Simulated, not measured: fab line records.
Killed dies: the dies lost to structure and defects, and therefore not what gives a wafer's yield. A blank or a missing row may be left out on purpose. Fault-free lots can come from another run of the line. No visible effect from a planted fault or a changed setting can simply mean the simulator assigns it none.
Lot-split experiment ; flow n5-finfet ; on a route of 1938 steps: 7 lots, 21 wafers read

== ON THE SPLIT ==
At N5_SD_EPI_P_EPI_21 (deposits SiGe:B, time 355 s), the setting temp-c was moved away from the recipe's 550 C on 8 of the 21 wafers read, by -0.7% to +0.7%. The other wafers ran this setting at the recipe's value.

== FROM THE SPLIT TO THE READING: what the file shows between them, 3 steps ==
- N5_SD_EPI_P_EPI_MEAS_23
- N5_SD_EPI_P_HM_STRIP_48: strips SiNx in H3PO4, material SiNx, target depth 3 nm
- N5_SD_EPI_P_SRD_49: time 30 s

== THE READING ==
SiGe-B_of_SD_EPI_P_EPI_21.thk-nm (the simulator's own value, which no gauge read), in nm, at N5_SD_EPI_P_PRECLEAN_24 (cleans in O3/DIW, time 45 s). The file gives no usual value for it. Average 60.8 nm, standard deviation 0.77 nm, over the 13 wafers here run with the recipe.

wafer;tool, chamber at the split;temp-c as run, C;against the recipe;SiGe-B_of_SD_EPI_P_EPI_21.thk-nm, nm;against lot-mates on the recipe
L074.2;epi-rpcvd-04, 0;550;recipe;61.6;-
L074.3;epi-rpcvd-04, 0;550;recipe;60.4;-
L074.4;epi-rpcvd-04, 0;550;recipe;60.8;-
L080.2;epi-rpcvd-04, 0;550;recipe;60;-
L080.3;epi-rpcvd-04, 0;552.1;+0.4%;63.4;+3.4
L080.6;epi-rpcvd-04, 0;552.1;+0.4%;63.8;+3.8
L082.4;epi-rpcvd-02, 0;551.1;+0.2%;61.6;+1.1
L082.5;epi-rpcvd-02, 0;550;recipe;60.6;-
L082.6;epi-rpcvd-02, 0;550;recipe;60.4;-
L086.1;epi-rpcvd-01, 0;550;recipe;60.8;-
L086.4;epi-rpcvd-01, 0;550;recipe;62;-
L086.5;epi-rpcvd-01, 0;550;recipe;61.2;-
L089.1;epi-rpcvd-02, 0;550;recipe;61;-
L089.4;epi-rpcvd-02, 0;546;-0.7%;56;-5.0
L089.6;epi-rpcvd-02, 0;546;-0.7%;55.6;-5.4
L091.1;epi-rpcvd-02, 0;550;recipe;59.8;-
L091.4;epi-rpcvd-02, 0;548;-0.4%;56.6;-3.1
L091.6;epi-rpcvd-02, 0;550;recipe;59.6;-
L093.3;epi-rpcvd-02, 0;553.6;+0.7%;67.4;+5.2
L093.4;epi-rpcvd-02, 0;550;recipe;62.2;-
L093.6;epi-rpcvd-02, 0;553.6;+0.7%;68;+5.8

THE FIT
A straight line over all 21 wafers: SiGe-B_of_SD_EPI_P_EPI_21.thk-nm changes by +8.44 nm for each +1% of temp-c; r = +0.95; the points scatter about the line by 0.93 nm.
The same after taking each lot's own level away (the mean of its wafers on the recipe; 21 wafers): +7.91 nm for each +1%; r = +0.99; scatter 0.42 nm.
The reading moves by 5.8 nm for the largest change in temp-c, on that fit.
Measured against the standard deviation above, the lots' own levels, which go from 59.70 to 62.20 nm, span 3.3 times it.
The two slopes agree, so the slope changes little with the lot-to-lot level.
Check: for one of the wafers moved furthest among these (-0.7%), held out of the fit, the line's prediction against its lot-mates is -5.9 nm. Against them it came out at -5 nm.

== FURTHER SPLITS ON THESE WAFERS ==
Note: prior to the reading, these wafers also went through further splits. Each is held against what the fit with the lots' levels taken away leaves over:
other split on the same wafers;wafers away from the commonest value;r with SiGe-B_of_SD_EPI_P_EPI_21.thk-nm (lot level and that fit taken away)
N5_ZERO_LAYER_EXPOSE_08 dose-mj;10;-0.10
N5_ZERO_LAYER_DEVELOP_10 develop-time-s;10;-0.28
N5_WELL_APT_COAT_02 spin-rpm;5;+0.21
N5_WELL_APT_PEB_06 peb-time-s;8;+0.13
N5_FIN_CUT_COAT_18 spin-rpm;8;+0.30
N5_FIN_CUT_COAT_19 spin-rpm;6;+0.08
N5_DUMMY_GATE_CVD_03 temp-c;9;-0.20
N5_SD_EPI_N_EPI_21 epi-growth-time-s;6;-0.35

== THE WHOLE CHAIN: every reading that the file lists as answering this split, in the file's order ==
step;what it does;reading;change (the file's fit);r (the file's)
N5_SD_EPI_P_EPI_21;deposits SiGe:B, time 355 s;SiGe-B_of_SD_EPI_P_EPI_21.thk-nm (the simulator's own value, which no gauge read);+8.01 nm for each +1% of the setting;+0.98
N5_SD_EPI_P_EPI_MEAS_23;;thk-nm;withheld for each +1% of the setting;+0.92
N5_SD_EPI_P_HM_STRIP_48;strips SiNx in H3PO4, material SiNx, target depth 3 nm;SiGe-B_of_SD_EPI_P_EPI_21.thk-nm (the simulator's own value, which no gauge read);+8.1 nm for each +1% of the setting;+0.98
N5_SD_EPI_P_PRECLEAN_24;cleans in O3/DIW, time 45 s;SiGe-B_of_SD_EPI_P_EPI_21.thk-nm (the simulator's own value, which no gauge read);+7.92 nm for each +1% of the setting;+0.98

== THE FILE'S OWN FIT ==
SiGe-B_of_SD_EPI_P_EPI_21.thk-nm changes by +7.92 nm for each +1% of temp-c, r = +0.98.
